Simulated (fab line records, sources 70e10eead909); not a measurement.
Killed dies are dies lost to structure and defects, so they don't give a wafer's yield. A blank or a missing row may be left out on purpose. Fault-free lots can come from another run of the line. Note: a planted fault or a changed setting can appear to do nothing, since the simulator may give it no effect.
fab line records	flow nand-harc
[record] lots = 12	wafers = 36	last-day = 33
route steps=1302 shown A_WL_FILL@982 A_CONTACT@1002 END@1302
lots that met no fault: taken from a fault-free run of the same line
start-h: hours from the record's opening day to when the first of the lot's shown wafers began	wait-h: time in hours since the lot's previous step	" as in the row above	L1.1+2: a row that stands for several wafers	- no value present, or no start provided	* or withheld: withheld	< > ~ a bound
route shown NAME@n: NAME is a module with steps in the file, n the number in the route of the first one	usual: mean and standard deviation over wafers with no fault	same: alike in all rows	chamber/n: place in a boat	sites: per-site readings	_std_site: standard deviation of those values	_edge_site: mean of outer sites minus mean of inner sites	radius-mm: for every site, how far away it sits from the centre of the wafer	mask NAME#n: copy n	behind: tool/chamber where the wafer was last shaped	hold: reason for holding the lot/hours on hold/outcome of the hold	device: transistor that didn't switch, given as n, p or np	end of line: tests of these same wafers at the route's end	where a step has no rows: the recipe by itself	killed: dies lost to structure and defects at the first sort, not the wafer's yield	map: a wafer's dies, marking killed ones x, the rest . and places with no die _
set.NAME: the setting the step ran with; set.NAME@STEP: the setting that earlier step ran with	model.NAME: the simulator's own value behind a step, which no gauge read
a sample of lots followed through the steps of the route, with each step as a table and each wafer as a row
services: the hour from which a tool's chamber was out of use, counted from the record's first day as start-h (under 0 if before that day), plus the number of hours and why
[[steps]]
[step NHARC_A_WL_FILL_INSPECT_15]
[usual] raw-defect-count = 465/110
lot.wafer	tool	chamber	start-h	wait-h	raw-defect-count
L488.2	defect-inspect-01	-	498.52	0.0	459
L488.5	"	-	"	"	439
L488.6	"	-	"	"	421
L486.1	defect-inspect-02	-	498.53	0.0	613
L486.4	"	-	"	"	432
L486.6	"	-	"	"	358
L487.2	defect-inspect-02	-	503.45	0.0	510
L487.5	"	-	"	"	585
L487.6	"	-	"	"	462
L490.3	defect-inspect-02	-	522.20	0.0	345
L490.4	"	-	"	"	558
L490.6	"	-	"	"	653
L491.1	defect-inspect-01	-	527.15	0.0	394
L491.2	"	-	"	"	550
L491.3	"	-	"	"	351
L492.1	defect-inspect-02	-	539.74	0.0	672
L492.3	"	-	"	"	460
L492.5	"	-	"	"	831
L502.2	defect-inspect-02	-	670.65	0.0	512
L502.3	"	-	"	"	364
L502.6	"	-	"	"	378
L503.1	defect-inspect-02	-	677.46	0.0	284
L503.2	"	-	"	"	437
L503.3	"	-	"	"	505
L505.2	defect-inspect-02	-	684.04	0.0	315
L505.3	"	-	"	"	378
L505.6	"	-	"	"	330
L506.1	defect-inspect-02	-	684.09	0.0	483
L506.3	"	-	"	"	416
L506.4	"	-	"	"	457
L508.2	defect-inspect-01	-	695.98	0.0	543
L508.3	"	-	"	"	426
L508.4	"	-	"	"	519
L509.1	defect-inspect-02	-	707.83	0.0	518
L509.2	"	-	"	"	391
L509.5	"	-	"	"	428
[step NHARC_A_CONTACT_ETCH_49]
[recipe] target-depth-a = 2600	over-etch-frac = 0.3	time-s = 475.3	ion-energy-ev = 200	n2-flow-sccm = 150	h2-flow-sccm = 150	ar-flow-sccm = 0	rf-w = 400	bias-w = 150	chemistry = N2/H2
[usual] drypump-motor-current-A = 5.6/0.45	mfc-ar-sccm = 0.009/0.0096	oes-product-au = 0.995/0.015	rf-vpp-V = 431.0/2.8	run-length-s = 496.6/0.49	showerhead-plenum-p-Torr = 2.06/0.1	throttle-valve-pct = 14.172/0.0091
lot.wafer	tool	chamber	start-h	wait-h	drypump-motor-current-A	mfc-ar-sccm	oes-product-au	rf-hours-counter-h	rf-vpp-V	run-length-s	showerhead-plenum-p-Torr	throttle-valve-pct
L488.2	rie-diel-04	1	504.77	-	6.1	0.016	0.991	24	432.5	496.0	2.14	14.174
L488.6	"	2	"	"	5.6	0.002	0.987	-	432.9	497.4	2.13	14.169
L488.5	"	3	"	"	4.8	0	1.018	-	428.5	496.6	1.95	14.176
L486.1	rie-diel-04	0	506.50	-	6.1	0.021	0.986	23	428.7	496.6	1.92	14.173
L486.4	"	2	"	"	5.6	0.002	0.996	25	432.0	497.8	2.13	14.175
L486.6	"	1	"	"	6.2	0.016	0.991	-	433.5	495.9	2.14	14.168
L487.2	rie-diel-03	0	513.38	-	5.2	0.022	0.978	12	434.2	496.5	2.21	14.182
L487.6	"	0	"	"	5.2	0.022	0.967	-	435.3	496.3	2.21	14.168
L487.5	"	1	"	"	5.8	0	0.991	-	433.9	496.9	2.18	14.176
L490.4	rie-diel-04	1	529.67	-	6.2	0.016	0.996	29	432.6	496.2	2.13	14.173
L490.3	"	2	"	"	5.7	0.002	0.989	28	433.6	497.3	2.13	14.185
L490.6	"	0	"	"	6.1	0.021	0.999	-	427.9	496.8	1.92	14.158
L491.2	rie-diel-02	1	533.72	-	5.6	0	1.004	41	435.0	496.7	2.20	14.175
L491.3	"	2	"	"	5.9	0.024	1.002	43	432.2	496.9	2.10	14.176
L491.1	"	3	"	"	5.3	0	1.000	46	430.0	496.7	2.04	14.162
L492.1	rie-diel-04	1	549.66	-	6.2	0.016	0.980	2	432.9	496.2	2.13	14.168
L492.3	"	2	"	"	5.6	0.002	1.003	1	434.1	497.1	2.13	14.169
L492.5	"	1	"	"	6.2	0.016	0.963	-	432.2	495.9	2.13	14.175
L502.2	rie-diel-04	0	678.20	-	6.1	0.021	1.005	22	427.5	451.1	1.92	14.167
L502.3	"	2	"	"	5.6	0.002	1.007	20	434.8	451.3	2.12	14.152
L502.6	"	0	"	"	6.1	0.021	1.002	-	426.8	450.8	1.92	14.180
L503.3	rie-diel-04	0	684.30	-	6.1	0.021	1.007	23	425.6	450.9	1.92	14.182
L503.1	"	1	"	"	6.2	0.016	0.982	21	432.7	450.1	2.13	14.179
L503.2	"	2	"	"	5.6	0.002	1.003	21	432.8	451.4	2.12	14.195
L505.2	rie-diel-03	1	690.63	-	5.9	0	0.995	16	435.2	496.8	2.16	14.190
L505.3	"	0	"	"	5.2	0.022	0.985	13	434.4	496.3	2.19	14.185
L505.6	"	2	"	"	5.4	0.019	0.980	-	429.4	496.4	2.04	14.174
L506.3	rie-diel-02	1	692.14	-	5.6	0	1.005	39	433.4	497.2	2.18	14.172
L506.4	"	2	"	"	5.8	0.024	1.035	37	432.6	496.6	2.08	14.162
L506.1	"	3	"	"	5.2	0	0.988	40	429.8	497.0	2.02	14.167
L508.2	rie-diel-03	0	702.61	-	5.2	0.022	0.980	17	433.8	496.6	2.19	14.179
L508.4	"	2	"	"	5.4	0.019	0.976	18	429.3	495.7	2.04	14.172
L508.3	"	3	"	"	5.6	0.011	1.011	16	427.6	496.0	1.99	14.165
L509.1	rie-diel-03	0	716.97	-	5.2	0.022	0.979	22	435.1	496.7	2.19	14.176
L509.2	"	1	"	"	5.8	0	0.996	25	434.1	496.9	2.16	14.169
L509.5	"	2	"	"	5.4	0.019	0.986	-	430.5	496.3	2.04	14.190
[step NHARC_A_CONTACT_ETCH_113]
[recipe] source-w = withheld	pressure-mtorr = 20	bias-v = 3000	time-s = 190	target-depth-a = 18500	ar-flow-sccm = withheld	c4f8-flow-sccm = withheld	o2-flow-sccm = withheld	chemistry = C4F8/O2/Ar
[usual] run-length-s = 190/0
lot.wafer	tool	chamber	start-h	wait-h	rf-hours-counter-h	run-length-s
L488.2	har-cap-etch-03	0	506.69	0.1	37	190
L488.6	"	0	"	"	-	190
L488.5	"	1	"	"	-	190
L486.1	har-cap-etch-02	0	508.55	0.1	86	190
L486.4	"	0	"	"	-	190
L486.6	"	0	"	"	-	190
L487.2	har-cap-etch-01	1	515.52	0.2	0	190
L487.5	"	1	"	"	-	190
L487.6	"	0	"	"	-	190
L490.4	har-cap-etch-03	0	531.70	0.1	-	190
L490.3	"	1	"	"	-	190
L490.6	"	0	"	"	-	190
L491.1	har-cap-etch-02	0	535.75	0.1	93	190
L491.2	"	1	"	"	93	190
L491.3	"	1	"	"	-	190
L492.1	har-cap-etch-01	0	551.68	0.1	8	190
L492.3	"	0	"	"	-	190
L492.5	"	1	"	"	-	190
L502.2	har-cap-etch-03	1	680.17	0.1	68	190
L502.3	"	1	"	"	-	190
L502.6	"	0	"	"	-	190
L503.2	har-cap-etch-01	1	686.30	0.1	27	190
L503.1	"	0	"	"	27	190
L503.3	"	1	"	"	-	190
L505.2	har-cap-etch-01	1	692.67	0.1	29	190
L505.3	"	1	"	"	-	190
L505.6	"	1	"	"	-	190
L506.1	har-cap-etch-02	0	694.14	0.1	119	190
L506.4	"	0	"	"	-	190
L506.3	"	1	"	"	-	190
L508.2	har-cap-etch-02	0	704.74	0.1	123	190
L508.4	"	1	"	"	-	190
L508.3	"	0	"	"	-	190
L509.1	har-cap-etch-01	0	719.00	0.1	38	190
L509.2	"	1	"	"	38	190
L509.5	"	1	"	"	-	190
[step NHARC_A_CONTACT_ETCH_114]
[recipe] source-w = withheld	pressure-mtorr = 20	bias-v = 3000	time-s = 190	target-depth-a = 18500	ar-flow-sccm = withheld	c4f8-flow-sccm = withheld	o2-flow-sccm = withheld	chemistry = C4F8/O2/Ar
[usual] run-length-s = 190/0
lot.wafer	tool	chamber	start-h	wait-h	rf-hours-counter-h	run-length-s
L488.2	har-cap-etch-03	0	506.86	0.1	37	190
L488.6	"	0	"	"	-	190
L488.5	"	1	"	"	-	190
L486.1	har-cap-etch-02	0	508.72	0.1	86	190
L486.4	"	0	"	"	-	190
L486.6	"	0	"	"	-	190
L487.2	har-cap-etch-01	1	515.75	0.2	0	190
L487.5	"	1	"	"	-	190
L487.6	"	0	"	"	-	190
L490.4	har-cap-etch-03	0	531.87	0.1	-	190
L490.3	"	1	"	"	-	190
L490.6	"	0	"	"	-	190
L491.1	har-cap-etch-02	0	535.92	0.1	93	190
L491.2	"	1	"	"	93	190
L491.3	"	1	"	"	-	190
L492.1	har-cap-etch-01	0	551.85	0.1	9	190
L492.3	"	0	"	"	-	190
L492.5	"	1	"	"	-	190
L502.2	har-cap-etch-03	1	680.34	0.1	68	190
L502.3	"	1	"	"	-	190
L502.6	"	0	"	"	-	190
L503.2	har-cap-etch-01	1	686.47	0.1	27	190
L503.1	"	0	"	"	27	190
L503.3	"	1	"	"	-	190
L505.2	har-cap-etch-01	1	692.84	0.1	29	190
L505.3	"	1	"	"	-	190
L505.6	"	1	"	"	-	190
L506.1	har-cap-etch-02	0	694.31	0.1	119	190
L506.4	"	0	"	"	-	190
L506.3	"	1	"	"	-	190
L508.2	har-cap-etch-02	0	704.91	0.1	124	190
L508.4	"	1	"	"	-	190
L508.3	"	0	"	"	-	190
L509.1	har-cap-etch-01	0	719.17	0.1	38	190
L509.2	"	1	"	"	38	190
L509.5	"	1	"	"	-	190
[step NHARC_END_SORT_01]
[recipe] temp-c = 25
[usual] killed-at-array = 61/24	killed-at-other = 1.2/1.3	killed-at-periphery = 3.7/2.6	killed-dies = 66/23	killed-open = 3.3/1.8	killed-short = 2.4/1.6
[same] gross-dies = 677
lot.wafer	tool	chamber	start-h	wait-h	killed-at-array	killed-at-other	killed-at-periphery	killed-dies	killed-open	killed-short
L488.2	prober-01	0	583.02	2.8	39	0	11	50	3	3
L488.5	prober-01	0	585.42	3.7	46	1	8	55	3	4
L488.6	prober-01	0	586.22	4.0	48	0	6	54	4	4
L486.1	prober-01	0	589.99	2.5	16	0	1	17	2	1
L486.4	prober-01	0	592.44	3.4	22	1	4	27	4	4
L486.6	prober-01	0	594.06	4.1	24	4	3	31	3	3
L502.2	prober-02	0	750.81	2.8	70	0	3	73	3	0
L502.6	prober-02	0	754.08	4.1	75	0	6	81	0	5
L503.1	prober-01	0	761.47	2.5	48	1	4	53	5	1
L503.2	prober-01	0	762.27	2.8	56	0	3	59	4	5
L503.3	prober-01	0	763.07	3.1	61	0	5	66	4	1
L506.1	prober-02	0	772.39	2.5	88	0	3	91	3	1
L506.3	prober-02	0	773.98	3.1	80	2	2	84	4	0
L506.4	prober-02	0	774.78	3.4	83	2	3	88	1	2
L505.2	prober-01	0	777.94	2.8	29	2	9	40	4	1
L505.3	prober-01	0	778.73	3.1	22	3	14	39	4	3
L505.6	prober-01	0	781.12	4.0	34	4	7	45	1	2
// killed by level:class
L488.2 A_SLIT:chamber-film-flake=22 P_GATE:chamber-film-flake=7 P_M1:chamber-film-flake=4 A_CHANNEL_HOLE_D2:chamber-film-flake=4 A_CONTACT:chamber-film-flake=3 A_ONON_D2:geometric-particle:short=2 A_BLC:geometric-particle:open=2 A_CHANNEL_HOLE_D1:chamber-film-flake=2
L488.5 A_SLIT:chamber-film-flake=23 P_GATE:chamber-film-flake=6 A_CHANNEL_HOLE_D1:chamber-film-flake=6 A_CHANNEL_HOLE_D2:chamber-film-flake=6 A_CONTACT:chamber-film-flake=2 P_M0:geometric-particle:open=1 A_CHANNEL_HOLE_D1:geometric-particle:short=1 A_CHANNEL_FILL_D1:geometric-particle:short=1
L488.6 A_SLIT:chamber-film-flake=29 P_GATE:chamber-film-flake=6 A_CHANNEL_HOLE_D2:chamber-film-flake=5 A_CONTACT:chamber-film-flake=4 A_WL_FILL:geometric-particle:short=2 A_M0:geometric-particle:open=2 A_M0:geometric-particle:short=2 A_ONON_D1:geometric-particle:open=1
L486.1 A_STAIRCASE:chamber-film-flake=5 A_CHANNEL_HOLE_D2:chamber-film-flake=4 A_CHANNEL_HOLE_D1:chamber-film-flake=2 A_DECK1_JOINT:chamber-film-flake=2 P_M0:geometric-particle:open=1 A_CHANNEL_FILL_D2:geometric-particle:open=1 A_CONTACT:geometric-particle:short=1 A_CHANNEL_FILL_D2:chamber-film-flake=1
L486.4 A_CHANNEL_HOLE_D2:chamber-film-flake=5 A_STAIRCASE:chamber-film-flake=3 A_CONTACT:chamber-film-flake=3 A_CHANNEL_HOLE_D1:chamber-film-flake=2 A_DECK1_JOINT:chamber-film-flake=2 P_STI:geometric-particle:short=1 P_CONTACT:geometric-particle:short=1 A_SOURCE_PLATE:geometric-particle:short=1
L486.6 A_CHANNEL_HOLE_D2:chamber-film-flake=7 A_STAIRCASE:chamber-film-flake=6 THIN_TSV:chamber-film-flake=4 A_CHANNEL_HOLE_D1:chamber-film-flake=2 A_CHANNEL_FILL_D1:chamber-film-flake=2 P_M0:geometric-particle:short=1 P_M2:geometric-particle:open=1 A_CHANNEL_HOLE_D1:geometric-particle:open=1
L502.2 A_CHANNEL_HOLE_D1:chamber-film-flake=32 A_CHANNEL_HOLE_D2:chamber-film-flake=28 A_SLIT:chamber-film-flake=6 P_CONTACT:geometric-particle:open=2 A_BONDPAD:chamber-film-flake=2 A_ONON_D1:geometric-particle:open=1 P_M2:chamber-film-flake=1 A_CONTACT:chamber-film-flake=1
L502.6 A_CHANNEL_HOLE_D1:chamber-film-flake=32 A_CHANNEL_HOLE_D2:chamber-film-flake=28 A_SLIT:chamber-film-flake=4 P_M2:chamber-film-flake=3 P_STI:chamber-film-flake=2 A_CONTACT:chamber-film-flake=2 A_BONDPAD:chamber-film-flake=2 A_SOURCE_PLATE:geometric-particle:short=1
L503.1 A_SLIT:chamber-film-flake=25 A_CHANNEL_HOLE_D1:chamber-film-flake=11 A_CHANNEL_HOLE_D2:geometric-particle:open=2 P_STI:chamber-film-flake=2 A_DECK1_JOINT:chamber-film-flake=2 A_CONTACT:chamber-film-flake=2 A_ONON_D1:geometric-particle:open=1 A_CONTACT:geometric-particle:open=1
L503.2 A_SLIT:chamber-film-flake=28 A_CHANNEL_HOLE_D1:chamber-film-flake=14 A_CONTACT:chamber-film-flake=4 A_DECK1_JOINT:geometric-particle:short=2 A_ONON_D1:geometric-particle:short=1 A_CHANNEL_HOLE_D2:geometric-particle:short=1 A_CHANNEL_HOLE_D2:geometric-particle:open=1 A_CHANNEL_FILL_D2:geometric-particle:open=1
L503.3 A_SLIT:chamber-film-flake=41 A_CHANNEL_HOLE_D1:chamber-film-flake=15 P_M2:chamber-film-flake=2 P_GATE:geometric-particle:open=1 P_M0:geometric-particle:open=1 A_ONON_D1:geometric-particle:open=1 A_DECK1_JOINT:geometric-particle:short=1 A_WL_FILL:geometric-particle:open=1
L506.1 A_SLIT:chamber-film-flake=26 A_CHANNEL_HOLE_D2:chamber-film-flake=23 A_CHANNEL_HOLE_D1:chamber-film-flake=18 A_STAIRCASE:chamber-film-flake=8 A_CONTACT:chamber-film-flake=6 A_ZERO_WELL:chamber-film-flake=3 P_CONTACT:geometric-particle:open=1 P_M0:geometric-particle:open=1
L506.3 A_SLIT:chamber-film-flake=29 A_CHANNEL_HOLE_D2:chamber-film-flake=26 A_CHANNEL_HOLE_D1:chamber-film-flake=12 A_CONTACT:chamber-film-flake=7 A_STAIRCASE:chamber-film-flake=3 A_WL_FILL:geometric-particle:open=2 P_M2:geometric-particle:open=1 A_CHANNEL_FILL_D1:geometric-particle:open=1
L506.4 A_CHANNEL_HOLE_D2:chamber-film-flake=33 A_SLIT:chamber-film-flake=27 A_CHANNEL_HOLE_D1:chamber-film-flake=11 A_STAIRCASE:chamber-film-flake=5 A_CONTACT:chamber-film-flake=4 P_GATE:chamber-film-flake=2 THIN_TSV:chamber-film-flake=2 P_M0:geometric-particle:short=1
L505.2 A_CHANNEL_HOLE_D1:chamber-film-flake=15 P_STI:chamber-film-flake=5 A_SLIT:chamber-film-flake=4 P_GATE:chamber-film-flake=3 A_CHANNEL_FILL_D2:chamber-film-flake=2 A_STAIRCASE:chamber-film-flake=2 P_M1:geometric-particle:open=1 A_ONON_D1:geometric-particle:short=1
L505.3 P_STI:chamber-film-flake=9 A_CHANNEL_HOLE_D1:chamber-film-flake=7 A_SLIT:chamber-film-flake=6 P_GATE:chamber-film-flake=2 A_CHANNEL_FILL_D2:chamber-film-flake=2 A_STAIRCASE:chamber-film-flake=2 THIN_TSV:chamber-film-flake=2 P_CONTACT:geometric-particle:short=1
L505.6 A_CHANNEL_HOLE_D1:chamber-film-flake=15 A_SLIT:chamber-film-flake=8 P_STI:chamber-film-flake=5 THIN_TSV:chamber-film-flake=4 A_CHANNEL_FILL_D2:chamber-film-flake=3 P_GATE:chamber-film-flake=2 A_DECK1_JOINT:chamber-film-flake=2 A_STAIRCASE:chamber-film-flake=2
[[services]]
tool	chamber	start-h	hours	kind
rie-diel-03	0	481.98	13.0	repair
rie-diel-04	0	486.46	-	clean
rie-diel-04	1	486.46	-	clean
rie-diel-04	2	486.46	-	clean
rie-diel-04	3	486.46	-	clean
har-cap-etch-01	-	497.00	17.0	pm
har-cap-etch-01	0	497.00	17.0	vent-cycle
har-cap-etch-01	1	497.00	17.0	vent-cycle
rie-diel-04	0	510.96	-	clean
rie-diel-04	1	510.96	-	clean
rie-diel-04	2	510.96	-	clean
rie-diel-04	3	510.96	-	clean
har-cap-etch-01	0	514.00	-	clean
har-cap-etch-01	1	514.00	-	clean
rie-diel-03	3	517.78	17.8	repair
rie-diel-04	-	531.90	9.0	pm
rie-diel-04	3	562.59	3.2	repair
har-cap-etch-01	-	567.86	0.6	repair
rie-diel-02	-	570.78	9.0	pm
har-cap-etch-03	-	625.69	1.0	repair
rie-diel-03	-	634.91	1.3	repair
rie-diel-03	-	636.26	9.0	pm
rie-diel-02	1	663.83	8.8	repair
rie-diel-04	-	708.93	9.0	pm
[[key]]
[first-sign] step = NHARC_A_CONTACT_ETCH_49	reading = run-length-s	direction = down	sigmas = 93	usual = *	struck = *
effect none on later readings
met-at NHARC_A_CONTACT_ETCH_49
struck-lots L502,L503
tester-left-out L502,L503
not-acting-at NHARC_A_WL_FILL_INSPECT_15,NHARC_A_CONTACT_ETCH_113,NHARC_A_CONTACT_ETCH_114
onset-between 549.66 678.20
[fault] kind = process-parameter-drift	tool = rie-diel-04	chamber = -	onset-h = 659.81	steps = NHARC_A_CONTACT_ETCH_49	channel = time-s	offset = *	shape = step	end-h = 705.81	acts-in = *	stated = *
// tester-left-out: of these lots the tester's yield and bins aren't shown, on N5 and GAA mostly nor the transistor test; their killed dies are dies lost to structure and defects alone, not to doping, threshold or leakage, so they don't give the yield
